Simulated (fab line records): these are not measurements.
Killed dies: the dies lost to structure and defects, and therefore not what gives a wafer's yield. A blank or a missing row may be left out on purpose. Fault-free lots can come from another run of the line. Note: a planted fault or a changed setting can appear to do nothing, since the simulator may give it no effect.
The same fault as seen by 3 desks	flow n5Finfet	every desk sees just its own numbers, and what lay behind them comes last

TOOL OWNER'S DESK, rieDiel-02
The tool's own readings at N5_BEOL_M1_ETCH_64 (etches SOC in N2/H2, target depth 75 nm, overetch 15 nm, time 112.5 s): means of the sampled wafers that have a number, for each lot that ran on this tool. The brackets show how far a lot's mean lies from the usual mean; more than 4 standard deviations puts the lot out of limits, marked OUT.
Columns: A = drypumpMotorCurrentA at N5_BEOL_M1_ETCH_64, usual 5.6 A; B = oesProductAu at N5_BEOL_M1_ETCH_64, usual 0.62 a.u.; C = rfVppV at N5_BEOL_M1_ETCH_64, usual 523.9 V; D = showerheadPlenumPTorr at N5_BEOL_M1_ETCH_64, usual 2.54 Torr; E = throttleValvePct at N5_BEOL_M1_ETCH_64, usual 17.81 %
lot	first seen here	A	B	C	D	E
L956	day 6 05:20	5.6	0.60	523.3	2.49	17.77
L958	day 6 14:26	5.6	0.64	524.0	2.55	17.66
L959	day 6 22:55	5.6	0.61	521.7	2.47	17.81
L960	day 6 23:14	5.5	0.62	525.2	2.57	17.68
L979	day 12 04:34	5.6	0.59	521.9	2.46	17.86
Finding of this desk: none of the 5 lots has anything out of limits.

THE METROLOGY DESK
Means of the sampled wafers that have a number, per lot and without regard to the tool the lot ran on: this is what the gauges read. The brackets show how far a lot's mean lies from the usual mean; more than 4 standard deviations puts the lot out of limits, marked OUT. Of its 11 readings 7 are shown: those that lie furthest out on some lot.
Columns: A = DIBL_P at N5_BEOL_M4_RC_MEAS_101, usual 36.6 mV/V; B = IOFF_N at N5_BEOL_M4_RC_MEAS_101, usual 0.17 nA/um; C = IOFF_P at N5_BEOL_M4_RC_MEAS_101, usual 0.21 nA/um; D = ION_N at N5_BEOL_M4_RC_MEAS_101, usual 674 uA/um; E = ION_P at N5_BEOL_M4_RC_MEAS_101, usual 462 uA/um; F = VT_N at N5_BEOL_M4_RC_MEAS_101, usual 250 mV; G = VT_P at N5_BEOL_M4_RC_MEAS_101, usual -250 mV
lot	first seen here	A	B	C	D	E	F	G
L956	day 6 06:02	34.9	0.17	0.23	681	468	248	-247
L958	day 6 15:08	35.8	0.15	0.20	678	464	252	-253
L959	day 6 23:45	40.3	0.19	0.24	686	468	247	-248
L960	day 7 00:02	37.7	0.24	0.29	696	473	244	-245
L970	day 9 11:20	36.1	0.14	0.19	670	457	253	-255
L973	day 10 08:49	35.0	0.16	0.23	675	473	248	-246
L975	day 11 01:42	35.9	0.13	0.16	656	450	254	-258
L978	day 11 19:26	36.0	0.16	0.21	679	466	250	-248
L979	day 12 05:14	36.7	0.14	0.18	667	460	255	-255
Finding of this desk: none of the 9 lots has anything out of limits.

THE DEFECT DESK
What the inspections along the route counted, lot by lot: means of the sampled wafers that have a number. The brackets show how far a lot's mean lies from the usual mean; more than 4 standard deviations puts the lot out of limits, marked OUT.
Columns: A = rawDefectCount at N5_BEOL_M1_INSPECT_30, usual 387
lot	first seen here	A
L956	day 6 06:08	431
L958	day 6 15:13	494
L959	day 7 00:07	375
L960	day 7 00:08	582
L970	day 9 11:26	237
L973	day 10 08:54	389
L975	day 11 01:47	268
L978	day 11 19:31	416
L979	day 12 05:19	313
Finding of this desk: none of the 9 lots has anything out of limits.

BROUGHT TOGETHER
The desk of the tool owner found nothing out of limits.
Metrology desk: nothing out of limits seen.
No out-of-limits result turned up at the defect desk.

WHAT THE SIMULATOR HAD PUT IN
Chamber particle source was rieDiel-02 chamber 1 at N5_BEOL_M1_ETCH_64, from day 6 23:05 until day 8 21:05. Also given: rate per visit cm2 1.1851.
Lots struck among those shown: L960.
